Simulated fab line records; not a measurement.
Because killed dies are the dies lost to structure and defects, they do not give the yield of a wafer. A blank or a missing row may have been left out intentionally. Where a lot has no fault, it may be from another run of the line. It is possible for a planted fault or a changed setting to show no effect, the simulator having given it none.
Comparing a struck lot with a sound one	flow nand harc	18 steps out of a route of 1302
Sound: these wafers, L787.1, L787.4, L787.6. The struck wafers were L795.1, L795.3, L795.6. The cause is given at the end.
For every step that has rows: the tool of each side, followed by ch and its chambers, followed by its first start. Under that, the readings that differ: sound wafers	struck wafers	difference of the means	sigmas: that difference in standard deviations of wafers without a fault.
alike: readings with means less than 2 such deviations apart, plus words and numbers identical on both sides. not compared: withheld readings, readings lacking a value on some wafer, bounds such as >300 that could conceal the same value, and numbers that have no deviation in the record and whose values overlap.
Wherever a step has rows on one side only, a row that says differs or no value, or a row with sigmas, the two part there. Numbers that have no deviation but don't overlap get no sigmas and don't part them. A reading that every wafer of one side lacks parts them only if that side has two wafers or more.

NHARC_A_ONON_D1_THK_MEAS_34: measures by ellipsometry.
  sound: film metro-02 at day 11 00:16; struck: film metro-01 at day 14 15:26
  alike: thk nm
NHARC_A_ONON_D1_INSPECT_32:
  sound: defect inspect-02 at day 11 00:20; struck: defect inspect-02 at day 14 15:31
  alike: raw defect count
NHARC_A_CHANNEL_HOLE_D1_DEP_00: deposits aC, target thk 3100 nm.
  sound on acl dep-03 ch 0, day 11 01:26; struck on acl dep-01 ch 0, day 14 16:11
  alike: throttle valve pct
NHARC_A_CHANNEL_HOLE_D1_DEP_01: deposits SiON, target thk 140 nm.
  sound on pecvd-03 ch 0,2, day 11 03:24; struck on pecvd-03 ch 0,2, day 14 18:06
  alike: heater power w
then, 7 steps without rows for these wafers: NHARC_A_CHANNEL_HOLE_D1_DEHYDRATE_02 (time 120 s); NHARC_A_CHANNEL_HOLE_D1_HMDS_03 (time 30 s); NHARC_A_CHANNEL_HOLE_D1_COAT_36 (time 75 s); NHARC_A_CHANNEL_HOLE_D1_COAT_37 (time 65 s); NHARC_A_CHANNEL_HOLE_D1_COAT_04 (resist thk 90 nm); NHARC_A_CHANNEL_HOLE_D1_SOFTBAKE_05 (time 55 s); NHARC_A_CHANNEL_HOLE_D1_EBR_06.
NHARC_A_CHANNEL_HOLE_D1_EXPOSE_07: exposes mask HOLE D1, target cd 100 nm.
  sound on arfi scanner-01 ch 0, day 11 03:48; struck on arfi scanner-03 ch 0, day 14 18:33
reading	sound	struck	difference	sigmas
model.A_CHANNEL_HOLE_D1.overlay x nm (nm)	0.08934 0.08934 0.08934	20.62 20.62 20.62	+20.53	
  alike: mask
then, 2 steps without rows for these wafers: NHARC_A_CHANNEL_HOLE_D1_PEB_08 (peb time 65 s); NHARC_A_CHANNEL_HOLE_D1_DEVELOP_09 (develop time 35 s).
NHARC_A_CHANNEL_HOLE_D1_CD_MEAS_10: target cd 100 nm.
  sound on cd sem-02 ch 0, day 11 03:57; struck on cd sem-03 ch 0, day 14 18:41
  alike: cd nm
NHARC_A_CHANNEL_HOLE_D1_OVL_MEAS_11:
  sound: overlay-01 at day 11 04:02; struck: overlay-01 at day 14 18:57
reading	sound	struck	difference	sigmas
overlay x nm (nm)	0.1 0.0 -0.3	20.4 20.8 20.0	+20.5	+25
  alike: overlay y nm
  not compared: hold
NHARC_A_CHANNEL_HOLE_D1_INSPECT_12:
  sound: defect inspect-02 at day 11 04:05; struck: defect inspect-01 at day 14 22:21
reading	sound	struck	difference	sigmas
hold	- - -	await dispo/3.4h/release await dispo/3.4h/release await dispo/3.4h/release	no value on the sound wafers	
  alike: raw defect count
following that, these wafers have no rows for 1 step: NHARC_END_SORT_01.

## WHERE THEY PART
Earliest at NHARC_A_CHANNEL_HOLE_D1_OVL_MEAS_11; latest, in this record, at NHARC_A_CHANNEL_HOLE_D1_INSPECT_12.

WHY: whatever the simulator had introduced
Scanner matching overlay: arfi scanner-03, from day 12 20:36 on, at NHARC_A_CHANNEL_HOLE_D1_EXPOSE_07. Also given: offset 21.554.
